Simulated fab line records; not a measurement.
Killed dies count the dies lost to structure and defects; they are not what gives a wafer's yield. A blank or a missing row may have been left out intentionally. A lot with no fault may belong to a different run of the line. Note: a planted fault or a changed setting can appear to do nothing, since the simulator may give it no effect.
Chamber matching | flow n5-finfet | ald-sin-01 running N5_STI_FIN_REVEAL_ALD_00: 4 sister chambers
The step deposits SiO2, target thk 1 nm, pulse time 1 s. 4 wafers are shown with their chamber, then 8 later ones without.

WAFERS PAIRED WITH THEIR CHAMBERS
wafer  | chamber | heater-power-w (W)
L086.4 | 3       | 463
L090.4 | 0       | 474
L090.6 | 2       | 460
L093.1 | 1       | 475

WAFERS WHOSE CHAMBER IS MISSING
wafer  | heater-power-w (W)
L093.5 | 474
L093.6 | 464
L095.2 | 488
L095.3 | 470
L095.4 | 475
L097.1 | 466
L097.2 | 473
L097.3 | 483

CHAMBER TAKEN BY EACH
wafer  | from the rows above               | in truth
L093.5 | can't be placed: 0 or 1 or 3      | 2
L093.6 | can't be placed: 3 or 2 or 0 or 1 | 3
L095.2 | can't be placed: 1 or 0           | 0
L095.3 | can't be placed: 0 or 1 or 3 or 2 | 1
L095.4 | can't be placed: 1 or 0           | 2
L097.1 | can't be placed: 3 or 2 or 0 or 1 | 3
L097.2 | can't be placed: 0 or 1 or 3      | 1
L097.3 | can't be placed: 1 or 0           | 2
Placed correctly: 0 of 8. From these rows, 8 cannot be placed; in 5 the true chamber is one of the candidates. Number placed wrongly: 0.
How it was worked out, from the rows above alone: a wafer's distance from a chamber is the root of the sum, over the readings, of the square of ((its reading less the chamber's mean) divided by the reading's scatter). The wafer belongs to the nearest chamber; if the next one is less than 2 further off, it can't be placed. The mean given for a chamber averages the wafers shown for that chamber. The scatter (one wafer shown for each chamber): square how far every hidden wafer sits from the nearest shown wafer, average those squares and take the square root.
